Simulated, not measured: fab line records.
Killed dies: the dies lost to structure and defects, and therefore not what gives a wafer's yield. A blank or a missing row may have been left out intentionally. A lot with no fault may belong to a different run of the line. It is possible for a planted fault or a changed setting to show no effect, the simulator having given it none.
Problem report in the 8D (eight disciplines) form, filled by code ; flow nand_harc ; the parts of the form that need people (team, actions taken, sign-off) are left out

== 1. WHAT WENT WRONG ==
Mean of oes_product_au at NHARC_A_STAIRCASE_TRIM_187: 1.320 a.u. across 3 wafers in 2 lots; on wafers with no fault it is 1.003 a.u. (standard deviation 0.016). Relative to the usual mean, that is a shift of +20 standard deviations.
The step: chemistry O2, time 211.2 s.
First observed at day 20 13:20: wafer L967.1, on rie_diel-02. The record holds 42 wafers of 14 lots with a number at this step. By rule, "out" or "out of limits" means more than 4 standard deviations away from the usual mean. All remaining wafers that have a number are taken as sound.

== 2. WHAT IT IS, AND WHAT IT ISN'T ==
question;is;is not
which readings at this step;oes_product_au;drypump_motor_current_A, rf_vpp_V, showerhead_plenum_p_Torr, throttle_valve_pct
which lots;L967, L969;L956, L959, L960, L961, L962, L963, L965, L966, L970, L977, L978, L979
which wafers of those lots;L967.1, L967.5, L969.6;L967.6, L969.2, L969.4
read on which tools;rie_diel-02;rie_diel-01, rie_diel-13
when;from day 20 13:20;"up to then (25 sound wafers); but 14 sound wafers of L969, L970, L977, L978, L979 came after"

== 3. THE SUSPECTS, EACH WITH WHAT RULES IT OUT ==
Counting: any tool at a process step up to the reading remains a suspect provided it ran every lot that is out. Sound lots after the first of them don't rule it out here, since some wafers of a struck lot are sound.
- rie_diel-02 at NHARC_A_STAIRCASE_TRIM_187 (chemistry O2, time 211.2 s): kept. Every lot that is out went through it, the first being L967 (day 20 13:20); the last sound lot it ran before that was L966 (day 20 04:05). Its own readings are out on those wafers: oes_product_au.
- rie_diel-02, NHARC_A_STAIRCASE_TRIM_187: wafers that are out in chamber 2, sound lot-mates in chambers 0, 1, 3.
The count leaves rie_diel-02 at NHARC_A_STAIRCASE_TRIM_187.

== 4. THE CAUSE (what the simulator had put in) ==
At NHARC_A_STAIRCASE_TRIM_187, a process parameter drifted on rie_diel-02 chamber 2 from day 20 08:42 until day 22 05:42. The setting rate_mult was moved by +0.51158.
Counting left only this tool.

== 5. SEQUENCE OF EFFECTS, ordered by route ==
Rows list readings where the struck wafers' mean (over those with a number) sits beyond 3 standard deviations from the usual. Readings are gone through only where the record gives a usual standard deviation; hours: the median, over the lots, of the time from a lot's start at the first step in this table giving one to that lot's start at this step; sigmas: the change measured in usual standard deviations.
hours;step;reading;usual;on struck wafers;change;sigmas
0;NHARC_A_STAIRCASE_TRIM_187;oes_product_au;1.003 a.u.;1.320;+0.317;+20
Here are the process steps it includes:
- NHARC_A_STAIRCASE_TRIM_187: chemistry O2, time 211.2 s.

== 6. HOW IT WOULD HAVE BEEN CAUGHT EARLIER ==
The fault began at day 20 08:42; the first out-of-limits reading in this record came at day 20 13:20, 5 hours later.
